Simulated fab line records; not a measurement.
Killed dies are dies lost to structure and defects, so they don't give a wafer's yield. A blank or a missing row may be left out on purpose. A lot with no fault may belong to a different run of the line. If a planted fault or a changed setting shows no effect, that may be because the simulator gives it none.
Which tool is to blame? || flow n5 finfet || Sampling: 11 lots, 28 wafers, 5 of 1938 route steps

== WHAT EACH GAUGE READ, for each wafer ==
Not one reading of a measure or inspect step in the record can be checked against a usual standard deviation.

== EACH LOT AND THE TOOL THAT RAN IT (in order: tool; ch and the chambers of the sampled wafers; start) ==
{"lot": "L679", "N5_BEOL_M6_CURE_74": "uv cure-02 ch 2, day 9 05:00", "N5_BEOL_M6_STRIP_67": "rie diel-02 ch 0,2,3, day 9 06:56", "N5_BEOL_M6_ETCH_65": "rie diel-02 ch 0,1, day 9 08:53", "N5_BEOL_M6_STRIP_80": "rie diel-02 ch 0,1, no start", "N5_PASSIVATION_PROBE_49": "-"}
{"lot": "L682", "N5_BEOL_M6_CURE_74": "uv cure-03 ch 0, day 9 17:25", "N5_BEOL_M6_STRIP_67": "rie diel-04 ch 1,3, day 9 20:27", "N5_BEOL_M6_ETCH_65": "rie diel-04 ch 1,2, day 9 23:35", "N5_BEOL_M6_STRIP_80": "rie diel-04 ch 1,2, no start", "N5_PASSIVATION_PROBE_49": "-"}
{"lot": "L685", "N5_BEOL_M6_CURE_74": "uv cure-03 ch 1, day 10 10:08", "N5_BEOL_M6_STRIP_67": "rie diel-02 ch 0, day 10 12:06", "N5_BEOL_M6_ETCH_65": "rie diel-01 ch 1, day 10 14:14", "N5_BEOL_M6_STRIP_80": "rie diel-01 ch 1, no start", "N5_PASSIVATION_PROBE_49": "-"}
{"lot": "L683", "N5_BEOL_M6_CURE_74": "uv cure-01 ch 2, day 10 11:54", "N5_BEOL_M6_STRIP_67": "rie diel-04 ch 0,3, day 10 15:36", "N5_BEOL_M6_ETCH_65": "rie diel-04 ch 0,2, day 10 17:06", "N5_BEOL_M6_STRIP_80": "rie diel-04 ch 0,2, no start", "N5_PASSIVATION_PROBE_49": "-"}
{"lot": "L687", "N5_BEOL_M6_CURE_74": "uv cure-03 ch 0, day 11 01:26", "N5_BEOL_M6_STRIP_67": "rie diel-04 ch 0,3, day 11 03:29", "N5_BEOL_M6_ETCH_65": "rie diel-02 ch 1,2,3, day 11 06:16", "N5_BEOL_M6_STRIP_80": "rie diel-02 ch 1,2,3, no start", "N5_PASSIVATION_PROBE_49": "-"}
{"lot": "L686", "N5_BEOL_M6_CURE_74": "uv cure-01 ch 0, day 11 03:20", "N5_BEOL_M6_STRIP_67": "rie diel-01 ch 1,2, day 11 07:32", "N5_BEOL_M6_ETCH_65": "rie diel-01 ch 1,3, day 11 09:46", "N5_BEOL_M6_STRIP_80": "rie diel-01 ch 1,3, no start", "N5_PASSIVATION_PROBE_49": "-"}
{"lot": "L695", "N5_BEOL_M6_CURE_74": "uv cure-02 ch 2, day 13 08:50", "N5_BEOL_M6_STRIP_67": "rie diel-02 ch 0,2, day 13 11:10", "N5_BEOL_M6_ETCH_65": "rie diel-01 ch 1,3, day 13 15:25", "N5_BEOL_M6_STRIP_80": "rie diel-01 ch 1,3, no start", "N5_PASSIVATION_PROBE_49": "-"}
{"lot": "L697", "N5_BEOL_M6_CURE_74": "uv cure-01 ch 0, day 13 17:39", "N5_BEOL_M6_STRIP_67": "rie diel-04 ch 2,3, day 13 19:19", "N5_BEOL_M6_ETCH_65": "rie diel-01 ch 1,2, day 13 20:58", "N5_BEOL_M6_STRIP_80": "rie diel-01 ch 1,2, day 18 04:47 or earlier", "N5_PASSIVATION_PROBE_49": "prober-02, day 18 04:47"}
{"lot": "L696", "N5_BEOL_M6_CURE_74": "uv cure-01 ch 1, day 13 18:51", "N5_BEOL_M6_STRIP_67": "rie diel-04 ch 2,3, day 13 21:59", "N5_BEOL_M6_ETCH_65": "rie diel-04 ch 0,2,3, day 13 23:04", "N5_BEOL_M6_STRIP_80": "rie diel-04 ch 0,2,3, no start", "N5_PASSIVATION_PROBE_49": "-"}
{"lot": "L698", "N5_BEOL_M6_CURE_74": "uv cure-03 ch 2, day 14 14:22", "N5_BEOL_M6_STRIP_67": "rie diel-02 ch 0,1,2, day 14 16:14", "N5_BEOL_M6_ETCH_65": "rie diel-04 ch 1,2, day 14 18:05", "N5_BEOL_M6_STRIP_80": "rie diel-04 ch 1,2, no start", "N5_PASSIVATION_PROBE_49": "-"}
{"lot": "L700", "N5_BEOL_M6_CURE_74": "uv cure-03 ch 0, day 14 22:01", "N5_BEOL_M6_STRIP_67": "rie diel-02 ch 0,1,3, day 15 02:31", "N5_BEOL_M6_ETCH_65": "rie diel-02 ch 2,3, day 15 05:09", "N5_BEOL_M6_STRIP_80": "rie diel-02 ch 2,3, no start", "N5_PASSIVATION_PROBE_49": "-"}
- N5_BEOL_M6_CURE_74: cures SiCOH lowk, time 240 s.
- N5_BEOL_M6_STRIP_67: strips in CF4.
- N5_BEOL_M6_ETCH_65: etches SiARC in CF4, target depth 15.6 nm, time 26 s.
- N5_BEOL_M6_STRIP_80: strips in N2/H2, time 10 s.
- N5_PASSIVATION_PROBE_49

== AS READ BY THE TOOLS THEMSELVES (means over the sampled wafers that have a number; for cases with no such wafer, the mark the record gives instead) ==
N5_BEOL_M6_CURE_74. Usual: lamp power pct 52.32 %, standard deviation 0.048; wafer_temp_C_max 386.7, standard deviation 0.65.
{"lot": "L679", "tool": "uv cure-02", "lamp power pct (%)": 52.31, "wafer_temp_C_max": 386.5, "flag": ""}
{"lot": "L682", "tool": "uv cure-03", "lamp power pct (%)": 52.29, "wafer_temp_C_max": 386.5, "flag": ""}
{"lot": "L685", "tool": "uv cure-03", "lamp power pct (%)": 52.37, "wafer_temp_C_max": 386.2, "flag": ""}
{"lot": "L683", "tool": "uv cure-01", "lamp power pct (%)": 52.30, "wafer_temp_C_max": 386.6, "flag": ""}
{"lot": "L687", "tool": "uv cure-03", "lamp power pct (%)": 52.34, "wafer_temp_C_max": 386.5, "flag": ""}
{"lot": "L686", "tool": "uv cure-01", "lamp power pct (%)": 52.30, "wafer_temp_C_max": 386.4, "flag": ""}
{"lot": "L695", "tool": "uv cure-02", "lamp power pct (%)": 52.38, "wafer_temp_C_max": 386.6, "flag": ""}
{"lot": "L697", "tool": "uv cure-01", "lamp power pct (%)": 52.30, "wafer_temp_C_max": 386.1, "flag": ""}
{"lot": "L696", "tool": "uv cure-01", "lamp power pct (%)": 52.35, "wafer_temp_C_max": 387.1, "flag": ""}
{"lot": "L698", "tool": "uv cure-03", "lamp power pct (%)": 52.33, "wafer_temp_C_max": 387.8, "flag": ""}
{"lot": "L700", "tool": "uv cure-03", "lamp power pct (%)": 52.32, "wafer_temp_C_max": 385.9, "flag": ""}

N5_BEOL_M6_STRIP_67. Usual: drypump motor current A 5.5 A, standard deviation 0.46; oes product au 0.78 a.u., standard deviation 0.068; power w 300.1 W, standard deviation 0.92; rf vpp V 271.6 V, standard deviation 1.6; showerhead plenum p Torr 1.81 Torr, standard deviation 0.057; throttle valve pct 13.57 %, standard deviation 0.2.
{"lot": "L679", "tool": "rie diel-02", "drypump motor current A (A)": 5.6, "oes product au (a.u.)": 0.80, "power w (W)": 300.0, "rf vpp V (V)": 270.7, "showerhead plenum p Torr (Torr)": 1.81, "throttle valve pct (%)": 13.55, "flag": ""}
{"lot": "L682", "tool": "rie diel-04", "drypump motor current A (A)": 5.7, "oes product au (a.u.)": 0.74, "power w (W)": 302.0, "rf vpp V (V)": 270.8, "showerhead plenum p Torr (Torr)": 1.83, "throttle valve pct (%)": 13.64, "flag": ""}
{"lot": "L685", "tool": "rie diel-02", "drypump motor current A (A)": 6.2, "oes product au (a.u.)": 0.77, "power w (W)": 300.8, "rf vpp V (V)": 269.5, "showerhead plenum p Torr (Torr)": 1.73, "throttle valve pct (%)": 13.68, "flag": ""}
{"lot": "L683", "tool": "rie diel-04", "drypump motor current A (A)": 5.6, "oes product au (a.u.)": 0.82, "power w (W)": 301.0, "rf vpp V (V)": 273.8, "showerhead plenum p Torr (Torr)": 1.88, "throttle valve pct (%)": 13.46, "flag": ""}
{"lot": "L687", "tool": "rie diel-04", "drypump motor current A (A)": 5.5, "oes product au (a.u.)": 0.85, "power w (W)": 299.7, "rf vpp V (V)": 272.9, "showerhead plenum p Torr (Torr)": 1.88, "throttle valve pct (%)": 13.36, "flag": ""}
{"lot": "L686", "tool": "rie diel-01", "drypump motor current A (A)": 5.6, "oes product au (a.u.)": 0.78, "power w (W)": 300.0, "rf vpp V (V)": 270.4, "showerhead plenum p Torr (Torr)": 1.78, "throttle valve pct (%)": 13.47, "flag": ""}
{"lot": "L695", "tool": "rie diel-02", "drypump motor current A (A)": 5.9, "oes product au (a.u.)": 0.75, "power w (W)": 299.9, "rf vpp V (V)": 271.1, "showerhead plenum p Torr (Torr)": 1.80, "throttle valve pct (%)": 13.66, "flag": ""}
{"lot": "L697", "tool": "rie diel-04", "drypump motor current A (A)": 5.2, "oes product au (a.u.)": 0.75, "power w (W)": 300.9, "rf vpp V (V)": 272.0, "showerhead plenum p Torr (Torr)": 1.84, "throttle valve pct (%)": 13.74, "flag": ""}
{"lot": "L696", "tool": "rie diel-04", "drypump motor current A (A)": 5.3, "oes product au (a.u.)": 0.73, "power w (W)": 300.0, "rf vpp V (V)": 271.7, "showerhead plenum p Torr (Torr)": 1.85, "throttle valve pct (%)": 13.80, "flag": ""}
{"lot": "L698", "tool": "rie diel-02", "drypump motor current A (A)": 5.7, "oes product au (a.u.)": 0.73, "power w (W)": 299.8, "rf vpp V (V)": 271.4, "showerhead plenum p Torr (Torr)": 1.79, "throttle valve pct (%)": 13.61, "flag": ""}
{"lot": "L700", "tool": "rie diel-02", "drypump motor current A (A)": 5.4, "oes product au (a.u.)": 0.75, "power w (W)": 299.2, "rf vpp V (V)": 270.9, "showerhead plenum p Torr (Torr)": 1.76, "throttle valve pct (%)": 13.64, "flag": ""}

N5_BEOL_M6_ETCH_65. Usual: bias w 36.02 W (standard deviation 0.11); drypump motor current A 5.6 A (standard deviation 0.43); etch rf on time s 25.9 s (standard deviation 0.86); oes product au 0.66 a.u. (standard deviation 0.054); rf vpp V 184.1 V (standard deviation 1.1); showerhead plenum p Torr 2.14 Torr (standard deviation 0.07); throttle valve pct 15.62 % (standard deviation 0.18).
{"lot": "L679", "tool": "rie diel-02", "bias w (W)": 36.06, "drypump motor current A (A)": 5.5, "etch rf on time s (s)": 26.1, "oes product au (a.u.)": 0.65, "rf vpp V (V)": 184.5, "showerhead plenum p Torr (Torr)": 2.11, "throttle valve pct (%)": 15.55, "flag": ""}
{"lot": "L682", "tool": "rie diel-04", "bias w (W)": 36.05, "drypump motor current A (A)": 5.2, "etch rf on time s (s)": 26.1, "oes product au (a.u.)": 0.70, "rf vpp V (V)": 184.2, "showerhead plenum p Torr (Torr)": 2.17, "throttle valve pct (%)": 15.62, "flag": ""}
{"lot": "L685", "tool": "rie diel-01", "bias w (W)": 35.95, "drypump motor current A (A)": 5.8, "etch rf on time s (s)": 26.4, "oes product au (a.u.)": 0.66, "rf vpp V (V)": 183.5, "showerhead plenum p Torr (Torr)": 2.08, "throttle valve pct (%)": 15.48, "flag": ""}
{"lot": "L683", "tool": "rie diel-04", "bias w (W)": 36.05, "drypump motor current A (A)": 5.2, "etch rf on time s (s)": 24.9, "oes product au (a.u.)": 0.79, "rf vpp V (V)": 185.7, "showerhead plenum p Torr (Torr)": 2.22, "throttle valve pct (%)": 15.41, "flag": ""}
{"lot": "L687", "tool": "rie diel-02", "bias w (W)": 36.02, "drypump motor current A (A)": 5.3, "etch rf on time s (s)": 26.4, "oes product au (a.u.)": 0.66, "rf vpp V (V)": 184.2, "showerhead plenum p Torr (Torr)": 2.19, "throttle valve pct (%)": 15.57, "flag": ""}
{"lot": "L686", "tool": "rie diel-01", "bias w (W)": 36.07, "drypump motor current A (A)": 5.5, "etch rf on time s (s)": 26.3, "oes product au (a.u.)": 0.64, "rf vpp V (V)": 183.7, "showerhead plenum p Torr (Torr)": 2.07, "throttle valve pct (%)": 15.75, "flag": ""}
{"lot": "L695", "tool": "rie diel-01", "bias w (W)": 35.94, "drypump motor current A (A)": 5.6, "etch rf on time s (s)": 29.7, "oes product au (a.u.)": 0.59, "rf vpp V (V)": 182.9, "showerhead plenum p Torr (Torr)": 2.06, "throttle valve pct (%)": 15.71, "flag": "OFF"}
{"lot": "L697", "tool": "rie diel-01", "bias w (W)": 35.94, "drypump motor current A (A)": 5.7, "etch rf on time s (s)": 29.1, "oes product au (a.u.)": 0.61, "rf vpp V (V)": 183.6, "showerhead plenum p Torr (Torr)": 2.10, "throttle valve pct (%)": 15.50, "flag": "OFF"}
{"lot": "L696", "tool": "rie diel-04", "bias w (W)": 36.02, "drypump motor current A (A)": 5.3, "etch rf on time s (s)": 25.3, "oes product au (a.u.)": 0.69, "rf vpp V (V)": 184.9, "showerhead plenum p Torr (Torr)": 2.21, "throttle valve pct (%)": 15.58, "flag": ""}
{"lot": "L698", "tool": "rie diel-04", "bias w (W)": 35.96, "drypump motor current A (A)": 5.4, "etch rf on time s (s)": 26.3, "oes product au (a.u.)": 0.65, "rf vpp V (V)": 184.1, "showerhead plenum p Torr (Torr)": 2.16, "throttle valve pct (%)": 15.68, "flag": ""}
{"lot": "L700", "tool": "rie diel-02", "bias w (W)": 36.02, "drypump motor current A (A)": 5.2, "etch rf on time s (s)": 26.0, "oes product au (a.u.)": 0.66, "rf vpp V (V)": 184.8, "showerhead plenum p Torr (Torr)": 2.18, "throttle valve pct (%)": 15.64, "flag": ""}

N5_BEOL_M6_STRIP_80. Usual: drypump motor current A 5.6 A, standard deviation 0.43; oes product au 0.77 a.u., standard deviation 0.059; rf vpp V 59.2 V, standard deviation 0.9; showerhead plenum p Torr 2.54 Torr, standard deviation 0.1; throttle valve pct 23.7 %, standard deviation 0.32.
{"lot": "L679", "tool": "rie diel-02", "drypump motor current A (A)": 5.5, "oes product au (a.u.)": 0.76, "rf vpp V (V)": 59.9, "showerhead plenum p Torr (Torr)": 2.50, "throttle valve pct (%)": 23.7, "flag": ""}
{"lot": "L682", "tool": "rie diel-04", "drypump motor current A (A)": 5.3, "oes product au (a.u.)": 0.83, "rf vpp V (V)": 59.6, "showerhead plenum p Torr (Torr)": 2.58, "throttle valve pct (%)": 23.9, "flag": ""}
{"lot": "L685", "tool": "rie diel-01", "drypump motor current A (A)": 5.8, "oes product au (a.u.)": 0.78, "rf vpp V (V)": 58.6, "showerhead plenum p Torr (Torr)": 2.42, "throttle valve pct (%)": 23.1, "flag": ""}
{"lot": "L683", "tool": "rie diel-04", "drypump motor current A (A)": 5.2, "oes product au (a.u.)": 0.91, "rf vpp V (V)": 60.2, "showerhead plenum p Torr (Torr)": 2.67, "throttle valve pct (%)": 23.9, "flag": ""}
{"lot": "L687", "tool": "rie diel-02", "drypump motor current A (A)": 5.3, "oes product au (a.u.)": 0.77, "rf vpp V (V)": 59.4, "showerhead plenum p Torr (Torr)": 2.61, "throttle valve pct (%)": 24.0, "flag": ""}
{"lot": "L686", "tool": "rie diel-01", "drypump motor current A (A)": 5.5, "oes product au (a.u.)": 0.74, "rf vpp V (V)": 58.8, "showerhead plenum p Torr (Torr)": 2.44, "throttle valve pct (%)": 23.7, "flag": ""}
{"lot": "L695", "tool": "rie diel-01", "drypump motor current A (A)": 5.7, "oes product au (a.u.)": 0.73, "rf vpp V (V)": 59.0, "showerhead plenum p Torr (Torr)": 2.42, "throttle valve pct (%)": 23.6, "flag": ""}
{"lot": "L697", "tool": "rie diel-01", "drypump motor current A (A)": 5.7, "oes product au (a.u.)": 0.76, "rf vpp V (V)": 58.7, "showerhead plenum p Torr (Torr)": 2.48, "throttle valve pct (%)": 23.3, "flag": ""}
{"lot": "L696", "tool": "rie diel-04", "drypump motor current A (A)": 5.3, "oes product au (a.u.)": 0.80, "rf vpp V (V)": 59.5, "showerhead plenum p Torr (Torr)": 2.64, "throttle valve pct (%)": 23.9, "flag": ""}
{"lot": "L698", "tool": "rie diel-04", "drypump motor current A (A)": 5.4, "oes product au (a.u.)": 0.78, "rf vpp V (V)": 60.0, "showerhead plenum p Torr (Torr)": 2.55, "throttle valve pct (%)": 23.8, "flag": ""}
{"lot": "L700", "tool": "rie diel-02", "drypump motor current A (A)": 5.2, "oes product au (a.u.)": 0.77, "rf vpp V (V)": 59.0, "showerhead plenum p Torr (Torr)": 2.62, "throttle valve pct (%)": 24.0, "flag": ""}

N5_PASSIVATION_PROBE_49. Usual: defect limited yield 91.1 %, standard deviation 1.4; killed_at_M0_to_M3 34, standard deviation 11; killed_at_M4_up 14, standard deviation 5.6; killed at contacts 13, standard deviation 5.9; killed at front end 40, standard deviation 11; killed at other 4, standard deviation 3.1; killed dies 105, standard deviation 16; killed open 68, standard deviation 11; killed short 34, standard deviation 8.4; sort_bin_5_function 5.2 %, standard deviation 0.86; sort_bin_6_memory 3.2 %, standard deviation 0.7; sort_bin_8_speed 0.1 %, standard deviation 1.1; sort n pass 1074, standard deviation 21; sort yield pct 91.0 %, standard deviation 1.8.
{"lot": "L697", "tool": "prober-02", "defect limited yield (%)": 91.2, "killed_at_M0_to_M3": 44, "killed_at_M4_up": 14, "killed at contacts": 12, "killed at front end": 33, "killed at other": 0, "killed dies": 104, "killed open": 72, "killed short": 32, "sort_bin_5_function (%)": 4.6, "sort_bin_6_memory (%)": 4.0, "sort_bin_8_speed (%)": 0.0, "sort n pass": 1076, "sort yield pct (%)": 91.2, "flag": ""}

== THE ANSWER, worked out from the rows above alone ==
Rule: a lot is off if the mean of its wafers that have a number lies more than 3 standard deviations from the usual mean. A lot without any number at a reading at which 4 lots or more have one is off too. The other lots that the step has rows for count as sound. After the gauges, taken in route order, come the tools' own readings; for these a lot's mean is taken, as printed above. The first step at which some lot is off is used, and at that step the reading that is off furthest; a lot without a number counts as furthest.
Off: L695, L697 (N5_BEOL_M6_ETCH_65, etch rf on time s).
A tool fits if, at that step or a process step before it, it ran every lot that is off, and no sound lot after the first of them. One fits: rie diel-01 at N5_BEOL_M6_ETCH_65. Its last sound lot is L686 (day 11 09:46), its first lot that is off L695 (day 13 15:25): a fault that began between those two fits.
The tool's own readings at N5_BEOL_M6_ETCH_65 bear it out: on the lots that are off they differ by more than 5 times the standard deviation of the sound lots' means. etch rf on time s reads 29.4 s there against 26.0 s on the sound lots.

== WHAT THE SIMULATOR HAD INSERTED ==
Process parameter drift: rie diel-01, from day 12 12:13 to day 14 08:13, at N5_BEOL_M6_ETCH_65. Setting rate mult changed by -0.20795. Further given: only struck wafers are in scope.
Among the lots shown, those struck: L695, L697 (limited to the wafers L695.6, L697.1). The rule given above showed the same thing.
